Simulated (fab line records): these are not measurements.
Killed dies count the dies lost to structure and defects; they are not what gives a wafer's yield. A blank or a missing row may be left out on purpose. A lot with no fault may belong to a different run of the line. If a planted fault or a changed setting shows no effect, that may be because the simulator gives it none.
fab line records	flow n5_finfet
record lots=5	wafers=15	last_day=18
route steps=1938 shown FIN_CUT@164 BEOL_M4@1111 PASSIVATION@1936
lots untouched by any fault: they come from a run of this same line in which no faults occurred
start_h: start of the lot's first displayed wafer, in hours after the record's first day	wait_h: time in hours since the lot's previous step	" repeats the value in the row above	L1.1+2: a single row standing in for several wafers	- no value, or no start was given	* or withheld: withheld	< > ~ a bound
route shown NAME@n: a module of which the file shows steps, and the number in the route of the first	usual: average and standard deviation across the fault-free wafers	same: alike in all rows	chamber/n: place in a boat	sites: the reading at each site	_std_site: standard deviation across them	_edge_site: mean of outer sites minus mean of inner sites	radius_mm: how far each site lies from the wafer's centre	mask NAME#n: copy n	behind: tool/chamber where the wafer was last shaped	hold: why the lot went on hold/how many hours it stayed there/how the hold came to an end	device: names the non-switching transistor (n, p or np)	end of line: the tests these same wafers got at the end of their route	for a step that has no rows: nothing shown but its recipe	killed: count of dies lost to structure and defects at first sort (not the wafer's yield)	map: a wafer's dies, marking killed ones x, the rest . and places with no die _
set.NAME: the setting that was run; set.NAME@STEP: the one run at that earlier step	model.NAME: the simulator's own value behind a step, which no gauge read
lots at some steps of the route; a table a step, a row a wafer
services: the hour from which a tool's chamber was out of use, counted from the record's first day as start_h (under 0 if before that day), plus the number of hours and why
## steps
# step N5_FIN_CUT_OVL_MEAS_09
# recipe points_per_wafer=522
# usual FIN_CUT_OVL=0.1/0.66
lot.wafer	tool	chamber	start_h	wait_h	FIN_CUT_OVL[nm]
L990.2	overlay-02	0	46.31	0.0	0.4
L990.4	"	0	"	"	-0.7
L990.6	"	0	"	"	-0.9
L997.2	overlay-02	0	86.51	0.0	-0.5
L997.5	"	0	"	"	0.7
L997.6	"	0	"	"	-0.9
L105.1	overlay-02	0	136.25	0.0	0.6
L105.3	"	0	"	"	0.8
L105.4	"	0	"	"	1.4
L107.1	overlay-01	0	147.68	0.0	0.3
L107.2	"	0	"	"	0.0
L107.3	"	0	"	"	-0.3
L109.4	overlay-01	0	161.66	0.0	0.0
L109.5	"	0	"	"	1.1
L109.6	"	0	"	"	0.8
# step N5_FIN_CUT_INSPECT_10
# recipe mode=adi	inspect_instrument=brightfield
# usual raw_defect_count=43/12
lot.wafer	tool	chamber	start_h	wait_h	raw_defect_count
L990.2	defect_inspect-02	-	46.36	0.0	57
L990.4	"	-	"	"	38
L990.6	"	-	"	"	33
L997.2	defect_inspect-02	-	86.56	0.0	67
L997.5	"	-	"	"	35
L997.6	"	-	"	"	37
L105.1	defect_inspect-01	-	136.31	0.1	43
L105.3	"	-	"	"	37
L105.4	"	-	"	"	54
L107.1	defect_inspect-01	-	147.74	0.1	25
L107.2	"	-	"	"	41
L107.3	"	-	"	"	45
L109.4	defect_inspect-01	-	161.70	0.0	31
L109.5	"	-	"	"	27
L109.6	"	-	"	"	32
# step N5_FIN_CUT_DESCUM_13
# recipe chemistry=O2	time_s=7	source_power_w=50	bias_power_w=20	pressure_mtorr=20	rf_frequency_hz=2.712e+07	temp_c=40	resist=CAR-EUV	o2_flow_sccm=225
# usual drypump_motor_current_A=5.7/0.5	oes_product_au=0.76/0.072	rf_vpp_V=243.3/1.2	showerhead_plenum_p_Torr=2.10/0.065	throttle_valve_pct=20.5/0.32
lot.wafer	tool	chamber	start_h	wait_h	drypump_motor_current_A	oes_product_au	rf_hours_counter_h	rf_vpp_V	showerhead_plenum_p_Torr	throttle_valve_pct
L990.2	rie_diel-04	3	46.41	0.0	5.3	0.74	170	244.4	2.18	20.2
L990.4	"	0	"	"	5.6	0.71	212	242.4	2.09	21.0
L990.6	"	1	"	"	6.5	0.83	-	242.8	2.14	20.2
L997.2	rie_diel-02	1	86.60	0.0	5.9	0.89	42	241.1	2.05	20.2
L997.5	"	1	"	"	5.9	0.89	-	242.3	2.05	20.1
L997.6	"	2	"	"	5.8	0.69	-	242.9	2.05	20.0
L105.1	rie_diel-04	0	136.34	0.0	5.6	0.70	238	242.2	2.08	21.0
L105.3	"	1	"	"	6.5	0.79	95	241.9	2.13	20.2
L105.4	"	3	"	"	5.3	0.72	195	244.7	2.17	20.3
L107.1	rie_diel-04	2	147.77	0.0	6.1	0.70	213	244.7	2.16	20.9
L107.2	"	3	"	"	5.3	0.72	199	244.7	2.17	20.3
L107.3	"	0	"	"	5.5	0.70	239	243.6	2.08	21.0
L109.4	rie_diel-02	3	161.78	0.1	5.1	0.77	128	241.2	2.00	20.8
L109.5	"	0	"	"	5.9	0.76	-	242.1	2.06	20.7
L109.6	"	1	"	"	5.9	0.85	-	241.8	2.04	20.2
# step N5_FIN_CUT_ETCH_30
# recipe chemistry=N2/H2	target=underlayer	target_depth_a=130	mask_material=CAR-EUV	time_s=10.4	ion_energy_ev=200	pressure_mtorr=30	source_w=840	bias_w=150	n2_flow_sccm=200	h2_flow_sccm=200	ends=cleared
# step N5_FIN_CUT_ETCH_20
# recipe chemistry=CF4	target=SiARC	target_depth_a=260	mask_material=CAR-EUV	time_s=43.3	ion_energy_ev=80	pressure_mtorr=40	source_w=545	bias_w=36	Ar_flow_sccm=100	cf4_flow_sccm=100	ends=cleared
# usual drypump_motor_current_A=5.7/0.5	etch_rf_on_time_s=43.8/1.2	oes_product_au=0.65/0.062	rf_vpp_V=184.1/1.1	showerhead_plenum_p_Torr=2.15/0.058	throttle_valve_pct=15.72/0.3
lot.wafer	tool	chamber	start_h	wait_h	drypump_motor_current_A	etch_rf_on_time_s	oes_product_au	rf_hours_counter_h	rf_vpp_V	showerhead_plenum_p_Torr	throttle_valve_pct
L990.2	rie_diel-04	3	46.46	0.0	5.3	43.7	0.63	170	184.7	2.23	15.53
L990.4	"	0	"	"	5.6	44.4	0.61	212	184.0	2.13	16.07
L990.6	"	1	"	"	6.5	43.8	0.70	-	183.5	2.16	15.28
L997.2	rie_diel-02	1	86.65	0.0	5.9	41.2	0.78	42	183.1	2.09	15.22
L997.5	"	1	"	"	5.9	41.3	0.76	-	182.3	2.09	15.21
L997.6	"	2	"	"	5.8	44.8	0.58	-	184.4	2.13	15.50
L105.1	rie_diel-04	0	136.40	0.0	5.6	44.0	0.59	238	183.1	2.12	16.13
L105.3	"	1	"	"	6.5	43.7	0.69	95	183.1	2.15	15.31
L105.4	"	3	"	"	5.3	43.7	0.62	195	184.8	2.22	15.55
L107.1	rie_diel-04	2	147.83	0.0	6.1	44.7	0.59	213	184.2	2.21	15.99
L107.2	"	3	"	"	5.3	43.5	0.61	199	184.8	2.22	15.58
L107.3	"	0	"	"	5.5	43.7	0.60	239	181.1	2.12	16.14
L109.4	rie_diel-02	3	161.84	0.0	5.0	42.0	0.67	128	182.1	2.08	16.09
L109.5	"	0	"	"	6.0	42.7	0.64	-	185.5	2.13	15.98
L109.6	"	1	"	"	5.9	42.2	0.73	-	183.2	2.08	15.29
# step N5_FIN_CUT_ETCH_21
# recipe chemistry=N2/H2	target=SOC	target_depth_a=2190	overetch_a=438	mask_material=SiARC	temp_c=40	ion_energy_ev=100	bias_w=61	time_s=523.5	pressure_mtorr=30	source_w=850	n2_flow_sccm=200	h2_flow_sccm=200
# step N5_FIN_CUT_STRIP_23
# recipe chemistry=N2/H2	temp_c=40	n2_flow_sccm=200	h2_flow_sccm=200	rf_frequency_hz=6e+07
# step N5_FIN_CUT_STRIP_31
# recipe chemistry=N2/H2	temp_c=40	n2_flow_sccm=200	h2_flow_sccm=200	rf_frequency_hz=6e+07
# step N5_FIN_CUT_STRIP_24
# recipe chemistry=CF4	resist=SiARC	power_w=300	bias_power_w=75	pressure_mtorr=50	cf4_flow_sccm=150	rf_frequency_hz=6e+07
# usual drypump_motor_current_A=5.7/0.5	oes_product_au=0.75/0.066	rf_vpp_V=271.2/1.4	showerhead_plenum_p_Torr=1.80/0.045	throttle_valve_pct=13.70/0.28
lot.wafer	tool	chamber	start_h	wait_h	drypump_motor_current_A	oes_product_au	rf_hours_counter_h	rf_vpp_V	showerhead_plenum_p_Torr	throttle_valve_pct
L990.2	rie_diel-04	3	48.68	1.9	5.3	0.74	170	273.1	1.86	13.47
L990.4	"	0	"	"	5.6	0.72	212	270.0	1.79	14.09
L990.6	"	1	"	"	6.5	0.82	-	272.6	1.82	13.31
L997.2	rie_diel-02	1	87.01	0.0	5.9	0.86	42	269.9	1.75	13.19
L997.5	"	1	"	"	5.9	0.86	-	269.2	1.75	13.18
L997.6	"	2	"	"	5.8	0.70	-	272.6	1.80	13.57
L105.1	rie_diel-04	0	136.76	0.0	5.6	0.70	238	270.3	1.78	14.13
L105.3	"	1	"	"	6.5	0.79	96	270.7	1.82	13.38
L105.4	"	3	"	"	5.3	0.71	196	270.8	1.85	13.54
L107.1	rie_diel-04	2	148.19	0.0	6.1	0.70	214	271.7	1.85	13.95
L107.2	"	3	"	"	5.3	0.71	199	271.8	1.85	13.53
L107.3	"	0	"	"	5.5	0.70	240	271.1	1.78	14.14
L109.4	rie_diel-02	3	162.20	0.0	5.0	0.76	128	269.5	1.74	14.01
L109.5	"	0	"	"	6.0	0.74	-	273.3	1.78	13.91
L109.6	"	1	"	"	5.9	0.83	-	270.1	1.75	13.25
# step N5_FIN_CUT_CUT_ETCH_26
# recipe chemistry=CH3F/O2	target=SiNx	target_depth_a=390	mask_material=SOC	time_s=55.7	pressure_mtorr=30	source_w=395	bias_w=73	Ar_flow_sccm=150	CH3F_flow_sccm=30	O2_flow_sccm=20	ion_energy_ev=120
# step N5_FIN_CUT_CUT_ETCH_27
# recipe chemistry=CHF3/O2	target=SiO2	target_depth_a=40	mask_material=SOC	overetch_a=20	time_s=4.9	pressure_mtorr=30	source_w=650	bias_w=170	Ar_flow_sccm=200	CHF3_flow_sccm=50	O2_flow_sccm=5	ion_energy_ev=200
# step N5_FIN_CUT_PRECLEAN_35
# recipe time_s=13.3	temp_c=45	pressure_torr=125	p_hf_torr=3	p_coreactant_torr=25	chemistry=vHF
# usual drypump_motor_current_A=5.9/0.68
lot.wafer	tool	chamber	start_h	wait_h	drypump_motor_current_A
L990.2	vapor_etch-02	1	48.82	0.0	4.7
L990.4	"	1	"	"	4.7
L990.6	"	1	"	"	4.7
L997.2	vapor_etch-01	0	87.15	0.0	6.1
L997.5	"	0	"	"	6.2
L997.6	"	1	"	"	5.8
L105.1	vapor_etch-02	0	136.89	0.0	6.8
L105.3	"	0	"	"	6.8
L105.4	"	1	"	"	4.7
L107.1	vapor_etch-02	1	148.32	0.0	4.7
L107.2	"	0	"	"	6.9
L107.3	"	0	"	"	6.8
L109.4	vapor_etch-01	0	162.74	0.4	6.1
L109.5	"	0	"	"	6.2
L109.6	"	1	"	"	5.7
# step N5_FIN_CUT_CUT_ETCH_15
# recipe chemistry=HBr/Cl2/O2	target=Si	target_depth_a=1000	bt_time_s=10	mask_material=SOC	time_s=42.4	ion_energy_ev=*	bias_w=*	pressure_mtorr=10	icp_w=800	HBr_flow_sccm=150	Cl2_flow_sccm=80	O2_flow_sccm=12
# usual drypump_motor_current_A=5.7/0.46	oes_product_au=1.002/0.011	throttle_valve_pct=37.3/0.35
# same bt_time_s=10
lot.wafer	tool	chamber	start_h	wait_h	drypump_motor_current_A	oes_product_au	rf_hours_counter_h	throttle_valve_pct	model.etch.depth_nm	model.FIN_CUT.feature_depth_nm	model.SOC_of_FIN_CUT_COAT_18.thk_nm
L990.2	rie_si-04	1	48.90	0.1	5.5	1.002	66	37.2	83.13	83.2	176
L990.4	"	0	"	"	5.9	0.982	146	38.1	100.3	100.2	170.4
L990.6	"	1	"	"	5.5	1.001	-	37.2	84.11	84.2	174.6
L997.2	rie_si-01	1	87.23	0.1	5.2	1.013	60	37.9	95.92	96	171.6
L997.5	"	1	"	"	5.2	1.011	-	37.9	95.71	95.8	171.4
L997.6	"	2	"	"	5.9	1.018	-	37.2	98.1	98	172.6
L105.1	rie_si-04	1	136.97	0.1	5.5	1.018	67	37.2	99.88	99.8	171.2
L105.3	"	3	"	"	6.1	1.005	134	37.3	101.3	101.2	169.2
L105.4	"	0	"	"	5.9	0.998	148	38.1	99.22	99.2	171.4
L107.1	rie_si-01	1	148.40	0.1	5.2	1.008	61	37.9	95.43	95.4	173
L107.2	"	0	"	"	5.5	0.986	30	37.3	92.87	92.8	172.8
L107.3	"	3	"	"	5.1	0.987	170	37.4	101.2	101.2	170.8
L109.4	rie_si-04	3	162.80	0.0	6.1	1.001	135	37.3	102.9	102.8	168.4
L109.5	"	1	"	"	5.5	1.020	-	37.2	100.3	100.4	170.4
L109.6	"	0	"	"	5.9	0.990	-	38.1	101.8	101.8	169.2
# step N5_FIN_CUT_CUT_ETCH_28
# recipe chemistry=HBr/Cl2/O2	target=Si	target_depth_a=60	mask_material=SOC	time_s=2.4	ion_energy_ev=*	bias_w=*	pressure_mtorr=10	icp_w=800	HBr_flow_sccm=150	Cl2_flow_sccm=80	O2_flow_sccm=12
# usual drypump_motor_current_A=5.7/0.46	oes_product_au=1.002/0.012	throttle_valve_pct=37.3/0.34
lot.wafer	tool	chamber	start_h	wait_h	drypump_motor_current_A	oes_product_au	rf_hours_counter_h	throttle_valve_pct	model.SOC_of_FIN_CUT_COAT_18.thk_nm
L990.2	rie_si-04	1	48.95	0.0	5.5	1.018	66	37.2	174.2
L990.4	"	0	"	"	5.9	0.990	146	38.1	168.6
L990.6	"	1	"	"	5.5	1.015	-	37.2	172.8
L997.2	rie_si-01	1	87.28	0.0	5.2	1.011	60	37.9	170
L997.5	"	1	"	"	5.2	1.018	-	37.9	169.8
L997.6	"	2	"	"	5.8	1.010	-	37.2	170.8
L105.1	rie_si-04	1	137.03	0.0	5.5	1.022	67	37.2	169.4
L105.3	"	3	"	"	6.1	0.997	134	37.3	167.4
L105.4	"	0	"	"	5.9	0.993	148	38.1	169.6
L107.1	rie_si-01	1	148.46	0.0	5.2	1.017	61	37.9	171.2
L107.2	"	0	"	"	5.5	0.985	30	37.2	171.2
L107.3	"	3	"	"	5.1	0.988	170	37.4	169
L109.4	rie_si-04	3	162.85	0.0	6.1	1.005	135	37.3	166.8
L109.5	"	1	"	"	5.5	1.013	-	37.2	168.6
L109.6	"	0	"	"	5.9	0.993	-	38.1	167.6
# step N5_FIN_CUT_STRIP_22
# recipe chemistry=N2/H2	power_w=500	temp_c=40	pressure_mtorr=50	rf_frequency_hz=6e+07	overash_fraction=0.3	bias_power_w=8	h2_frac=0.5	n2_flow_sccm=300	h2_flow_sccm=300
# usual drypump_motor_current_A=5.5/0.45	oes_product_au=0.77/0.081	rf_vpp_V=54.2/2.4	showerhead_plenum_p_Torr=3.32/0.098	throttle_valve_pct=19.1/0.42
lot.wafer	tool	chamber	start_h	wait_h	drypump_motor_current_A	oes_product_au	rf_hours_counter_h	rf_vpp_V	showerhead_plenum_p_Torr	throttle_valve_pct
L990.2	rie_diel-04	1	49.02	0.0	6.5	0.82	70	56.1	3.40	18.3
L990.4	"	3	"	"	5.3	0.74	170	59.1	3.52	19.1
L990.6	"	3	"	"	5.3	0.75	-	50.1	3.52	19.1
L997.2	rie_diel-04	2	87.36	0.1	6.2	0.71	197	54.5	3.50	19.8
L997.5	"	1	"	"	6.5	0.83	-	56.3	3.39	18.4
L997.6	"	2	"	"	6.1	0.71	-	51.9	3.50	19.7
L105.1	rie_diel-06	1	137.10	0.0	5.1	0.66	249	56.8	3.19	19.2
L105.3	"	3	"	"	5.3	0.74	148	55.0	3.23	19.6
L105.4	"	0	"	"	5.4	0.88	43	49.9	3.29	19.2
L107.1	rie_diel-04	2	148.56	0.1	6.2	0.69	214	53.2	3.49	19.8
L107.2	"	3	"	"	5.3	0.72	200	50.8	3.50	19.1
L107.3	"	0	"	"	5.6	0.69	240	56.8	3.31	19.6
L109.4	rie_diel-02	2	162.93	0.1	5.8	0.66	220	50.9	3.34	18.6
L109.5	"	0	"	"	6.0	0.76	-	52.0	3.32	19.1
L109.6	"	1	"	"	5.9	0.84	-	55.4	3.26	18.3
# step N5_BEOL_M4_RC_MEAS_101
# usual DIBL_N=35.4/2.1	DIBL_P=34.8/2.6	IOFF_N=0.15/0.037	IOFF_P=0.19/0.037	ION_N=677/16	ION_P=462/9.3	SS_N=71.4/0.75	SS_P=72.9/0.77	VT_N=250/3.7	VT_P=-251/3.5
lot.wafer	tool	chamber	start_h	wait_h	DIBL_N[mV/V]	DIBL_P[mV/V]	IOFF_N[nA/um]	IOFF_P[nA/um]	ION_N[uA/um]	ION_P[uA/um]	SS_N[mV/dec]	SS_P[mV/dec]	VT_N[mV]	VT_P[mV]
L990.2	prober-02	0	198.60	0.3	38.4	39.8	0.20	0.25	699	473	72.0	73.6	247	-249
L990.4	"	0	"	"	33.5	34.8	0.13	0.17	679	465	70.9	72.8	254	-252
L990.6	"	0	"	"	31.5	30.8	0.09	0.12	658	453	69.6	71.7	254	-258
L997.2	prober-01	0	231.49	0.8	37.8	36.2	0.17	0.22	672	460	71.9	73.0	250	-248
L997.5	"	0	"	"	36.2	34.3	0.14	0.20	684	466	71.4	72.4	248	-249
L997.6	"	0	"	"	36.7	34.1	0.15	0.20	675	460	71.2	72.7	247	-251
L105.1	prober-01	0	283.59	0.0	34.0	34.2	0.12	0.17	682	463	71.2	73.4	255	-253
L105.3	"	0	"	"	36.5	36.7	0.16	0.20	683	460	70.8	73.9	249	-251
L105.4	"	0	"	"	32.3	32.6	0.11	0.16	661	461	70.5	72.2	256	-252
L107.1	prober-01	0	302.88	0.0	36.3	34.1	0.13	0.14	659	445	71.5	73.1	256	-257
L107.2	"	0	"	"	38.0	37.4	0.18	0.20	696	467	71.8	74.3	247	-252
L107.3	"	0	"	"	38.2	38.1	0.19	0.21	704	475	71.7	75.0	247	-253
L109.4	prober-01	0	327.77	0.5	34.0	33.9	0.13	0.20	675	474	70.4	71.8	249	-246
L109.5	"	0	"	"	33.2	32.4	0.12	0.19	665	467	70.2	71.5	251	-248
L109.6	"	0	"	"	35.3	34.1	0.14	0.19	678	465	72.1	72.5	252	-249
# step N5_PASSIVATION_PROBE_49
# usual defect_limited_yield=90.5/1.7	killed_at_M0_to_M3=37/12	killed_at_M4_up=14/5.2	killed_at_contacts=12/5.9	killed_at_front_end=45/14	killed_at_other=3.5/2.8	killed_dies=112/21	killed_open=73/15	killed_short=36/8.9	sort_bin_5_function=5.6/1.2	sort_bin_6_memory=3.5/0.68	sort_n_pass=1068/21	sort_yield_pct=90.5/1.8
# same gross_dies=1180	killed_at_back_side=0	sort_bin_4_leakage[%]=0	sort_bin_8_speed[%]=0
lot.wafer	tool	chamber	start_h	wait_h	defect_limited_yield[%]	killed_at_M0_to_M3	killed_at_M4_up	killed_at_contacts	killed_at_front_end	killed_at_other	killed_dies	killed_open	killed_short	sort_bin_5_function[%]	sort_bin_6_memory[%]	sort_n_pass	sort_yield_pct[%]
L990.2	prober-01	-	307.92	0.1	92.3	24	20	16	28	3	91	68	22	5.1	2.5	1089	92.3
L990.4	prober-01	-	308.02	0.2	92.7	24	19	9	31	3	86	53	31	4.5	2.6	1094	92.7
L990.6	prober-01	-	308.12	0.3	92.7	33	7	15	30	1	86	56	27	3.6	3.4	1094	92.7
L997.2	prober-01	-	343.05	0.1	88.1	54	3	17	59	8	141	91	48	7.7	3.7	1039	88.1
L997.5	prober-01	-	343.20	0.2	88.5	35	15	24	61	1	136	97	35	8.0	3.3	1044	88.5
L997.6	prober-01	-	343.25	0.3	89.1	45	11	13	59	1	129	84	43	6.3	4.2	1051	89.1
L105.1	prober-01	-	391.45	0.0	88.1	47	12	12	65	5	141	93	45	7.2	4.5	1039	88.1
L105.3	prober-01	-	391.55	0.1	89.3	45	13	15	51	2	126	92	30	6.4	4.2	1054	89.3
L105.4	prober-01	-	391.60	0.2	87.9	52	13	10	60	8	143	102	38	7.0	4.7	1037	87.9
L107.1	prober-01	-	401.99	0.0	90.1	37	19	16	43	2	117	71	40	5.9	3.7	1063	90.1
L107.2	prober-01	-	402.04	0.1	91.9	30	13	18	34	1	96	62	28	4.8	3.1	1084	91.9
L107.3	prober-01	-	402.09	0.1	91.5	23	19	15	41	2	100	62	37	4.7	3.6	1080	91.5
# killed by level:class
L990.2 MOL_CONTACT_COAG:geometric_particle:open=12 BEOL_M4:geometric_particle:open=9 STI_FIN_REVEAL:geometric_particle:open=8 BEOL_M2:geometric_particle:open=7 DUMMY_GATE:geometric_particle:open=6 MOL_CONTACT_COAG:geometric_particle:short=4 BEOL_M3:geometric_particle:open=4 STARTING-WAFER:geometric_particle:open=4
L990.4 BEOL_M5:geometric_particle:open=11 GATE_CUT:geometric_particle:short=8 BEOL_M0_SAQP:geometric_particle:open=7 BEOL_M0_SAQP:geometric_particle:short=7 MOL_CONTACT_COAG:geometric_particle:open=6 DUMMY_GATE:geometric_particle:open=5 FIN_SAQP:geometric_particle:open=4 STI_FIN_REVEAL:geometric_particle:open=4
L990.6 BEOL_M0_SAQP:geometric_particle:open=10 MOL_CONTACT_COAG:geometric_particle:open=9 STI_FIN_REVEAL:geometric_particle:open=8 BEOL_M0_SAQP:geometric_particle:short=8 DUMMY_GATE:geometric_particle:open=7 MOL_CONTACT_COAG:geometric_particle:short=6 BEOL_M2:geometric_particle:open=5 STI_FIN_REVEAL:geometric_particle:short=3
L997.2 BEOL_M0_SAQP:geometric_particle:short=17 DUMMY_GATE:geometric_particle:open=14 MOL_CONTACT_COAG:geometric_particle:open=13 BEOL_M0_SAQP:geometric_particle:open=10 BEOL_M1:geometric_particle:open=9 STI_FIN_REVEAL:geometric_particle:open=8 GATE_CUT:geometric_particle:open=8 FIN_SAQP:geometric_particle:open=7
L997.5 MOL_CONTACT_COAG:geometric_particle:open=21 STI_FIN_REVEAL:geometric_particle:open=20 BEOL_M2:geometric_particle:open=13 BEOL_M3:geometric_particle:open=8 FIN_SAQP:geometric_particle:open=7 BEOL_M0_SAQP:geometric_particle:open=7 STI_FIN_REVEAL:geometric_particle:short=6 DUMMY_GATE:geometric_particle:open=6
L997.6 FIN_SAQP:geometric_particle:open=15 STI_FIN_REVEAL:geometric_particle:open=14 BEOL_M0_SAQP:geometric_particle:short=12 MOL_CONTACT_COAG:geometric_particle:open=10 BEOL_M0_SAQP:geometric_particle:open=10 FIN_SAQP:geometric_particle:short=7 BEOL_M1:geometric_particle:open=7 BEOL_M3:geometric_particle:open=6
L105.1 STI_FIN_REVEAL:geometric_particle:open=28 STI_FIN_REVEAL:geometric_particle:short=11 MOL_CONTACT_COAG:geometric_particle:open=9 BEOL_M3:geometric_particle:open=9 BEOL_M2:geometric_particle:open=8 FIN_SAQP:geometric_particle:short=8 BEOL_M0_SAQP:geometric_particle:open=8 BEOL_M0_SAQP:geometric_particle:short=7
L105.3 STI_FIN_REVEAL:geometric_particle:open=22 MOL_CONTACT_COAG:geometric_particle:open=12 BEOL_M3:geometric_particle:open=11 BEOL_M0_SAQP:geometric_particle:open=10 BEOL_M0_SAQP:geometric_particle:short=9 DUMMY_GATE:geometric_particle:open=5 BEOL_M0:geometric_particle:open=5 BEOL_M2:geometric_particle:open=5
L105.4 STI_FIN_REVEAL:geometric_particle:open=23 FIN_SAQP:geometric_particle:open=11 BEOL_M3:geometric_particle:open=10 BEOL_M0_SAQP:geometric_particle:short=10 MOL_CONTACT_COAG:geometric_particle:open=9 BEOL_M0_SAQP:geometric_particle:open=9 BEOL_M2:geometric_particle:open=7 BEOL_M4:geometric_particle:open=7
L107.1 MOL_CONTACT_COAG:geometric_particle:open=14 BEOL_M1:geometric_particle:open=8 GATE_CUT:geometric_particle:short=7 BEOL_M0:geometric_particle:open=7 FIN_SAQP:geometric_particle:short=5 STI_FIN_REVEAL:geometric_particle:open=5 BEOL_M2:geometric_particle:open=5 BEOL_M3:geometric_particle:open=5
L107.2 BEOL_M3:geometric_particle:open=11 MOL_CONTACT_COAG:geometric_particle:open=10 MOL_CONTACT_COAG:geometric_particle:short=7 STARTING-WAFER:geometric_particle:short=6 FIN_SAQP:geometric_particle:short=5 BEOL_M0_SAQP:geometric_particle:open=5 BEOL_M1:geometric_particle:open=5 BEOL_M5:geometric_particle:open=5
L107.3 STI_FIN_REVEAL:geometric_particle:open=10 MOL_CONTACT_COAG:geometric_particle:open=10 FIN_SAQP:geometric_particle:open=7 GATE_CUT:geometric_particle:short=7 BEOL_M0:geometric_particle:open=6 MOL_CONTACT_COAG:geometric_particle:short=5 DUMMY_GATE:geometric_particle:open=4 BEOL_M0_SAQP:geometric_particle:short=4
## services
tool	chamber	start_h	hours	kind
rie_diel-02	-	27.88	28.1	pm
rie_si-04	-	52.54	0.4	repair
vapor_etch-01	-	66.64	0.8	repair
rie_diel-02	3	87.44	2.6	repair
rie_si-04	-	98.68	2.8	pm
vapor_etch-02	-	104.60	29.9	repair
rie_diel-04	2	109.23	1.6	repair
rie_diel-06	2	112.41	19.7	repair
rie_si-04	2	120.20	5.0	repair
rie_diel-04	0	138.95	5.4	repair
rie_diel-06	1	140.33	-	clean
rie_diel-06	1	140.33	-	consumable_replace:focus_ring
rie_diel-06	1	140.33	-	consumable_replace:showerhead
rie_diel-06	1	140.33	18.2	scheduled_down
rie_diel-06	1	140.33	18.2	vent_cycle
## key
first_sign none at tools or gauges
model_effect step=N5_FIN_CUT_CUT_ETCH_15	value=etch.depth_nm	without=99.39	struck=83.62
model_effect step=N5_FIN_CUT_CUT_ETCH_28	value=SOC_of_FIN_CUT_COAT_18.thk_nm	without=167.6	struck=173.5
met_at N5_FIN_CUT_CUT_ETCH_15
struck_wafers L990.2,L990.6
fault kind=process_parameter_drift	tool=rie_si-04	chamber=1	onset_h=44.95	steps=N5_FIN_CUT_CUT_ETCH_15	channel=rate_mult	offset=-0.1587	shape=step	end_h=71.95
